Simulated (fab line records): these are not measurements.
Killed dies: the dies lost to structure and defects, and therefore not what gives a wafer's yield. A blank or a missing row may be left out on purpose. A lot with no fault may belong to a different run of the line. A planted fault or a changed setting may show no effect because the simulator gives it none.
Code-filled problem report in 8D (eight disciplines) form + flow n5_finfet + the parts of the form that need people (team, actions taken, sign-off) are left out

== 1. WHAT IS WRONG ==
Wafers without a fault read 91.4 s, standard deviation 0.53; run_length_s at N5_BEOL_M15_ETCH_59 reads a mean of 71.6 s on 4 wafers belonging to 3 lots. Measured from the usual mean, that is -37 standard deviations.
The step: etches BARC in N2/H2, target depth 89 nm, overetch 26.7 nm, time 67.9 s.
Seen first at day 14 23:13 on rie_diel-03, wafer L510.2. At this step, 29 wafers from 10 lots have a number in the record. Rule for "out", or "out of limits": more than 4 standard deviations from the usual mean. The rest of the wafers with a number are treated as sound.

== 2. WHAT IT IS; WHAT IT IS NOT ==
| question                    | is                             | is not                                                                                                        |
|-----------------------------|--------------------------------|---------------------------------------------------------------------------------------------------------------|
| which readings at this step | run_length_s                   | drypump_motor_current_A, h2_flow_sccm, oes_product_au, rf_vpp_V, showerhead_plenum_p_Torr, throttle_valve_pct |
| which lots                  | L509, L510, L511               | L496, L499, L501, L502, L507, L513, L517                                                                      |
| which wafers of those lots  | L509.4, L510.2, L511.2, L511.4 | L509.1, L509.5, L510.3, L510.5                                                                                |
| read on which tools         | rie_diel-03                    | rie_diel-04, rie_diel-05                                                                                      |
| when                        | from day 14 23:13              | up to then (17 sound wafers); but 8 sound wafers of L509, L513, L517 came after                               |

== 3. THE SUSPECTS, EACH WITH WHAT RULES IT OUT ==
Counting: if a tool at a process step up to the reading ran every lot that is out, it stays a suspect. Sound lots after the first of them don't rule it out here, since some wafers of a struck lot are sound.
- rie_diel-03 at N5_BEOL_M15_ETCH_59 (etches BARC in N2/H2, target depth 89 nm, overetch 26.7 nm, time 67.9 s): kept. Every lot that is out went through it, the first being L510 (day 14 23:13); the last sound lot it ran before that was L507 (day 14 11:40). On those wafers its own readings are out: run_length_s.
The count leaves rie_diel-03 at N5_BEOL_M15_ETCH_59.

== 4. THE CAUSE (what the simulator had put in) ==
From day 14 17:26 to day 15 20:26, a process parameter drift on rie_diel-03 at N5_BEOL_M15_ETCH_59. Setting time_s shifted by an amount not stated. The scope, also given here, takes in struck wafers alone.
Only this tool survived the counting.

== 5. THE EFFECT CHAIN, in route order ==
Rows list readings where the struck wafers' mean (over those with a number) sits beyond 3 standard deviations from the usual. Scope: only readings with a usual standard deviation given in the record; hours: median across lots of the time from each lot's start at the first step in this table that gives one to its start at this step; sigmas: change in usual standard deviations.
| hours | step                   | reading      | usual    | on struck wafers | change | sigmas |
|-------|------------------------|--------------|----------|------------------|--------|--------|
| 0     | N5_BEOL_M15_ETCH_59    | run_length_s | 91.4 s   | 71.6             | -19.8  | -37    |
| 0     | N5_BEOL_M15_CD_MEAS_17 | cd_nm        | 361.9 nm | 357.1            | -4.8   | -3.2   |
Its process steps:
- N5_BEOL_M15_ETCH_59: etches BARC in N2/H2, target depth 89 nm, overetch 26.7 nm, time 67.9 s.
Readings that are blank on the struck wafers while sound wafers have them: bias_w at N5_BEOL_M15_ETCH_59; rf_fwd_power_W at N5_BEOL_M15_ETCH_59.

== 6. WHAT WOULD HAVE CAUGHT IT SOONER ==
The fault began at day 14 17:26; the first out-of-limits reading in this record came at day 14 23:13, 6 hours later.
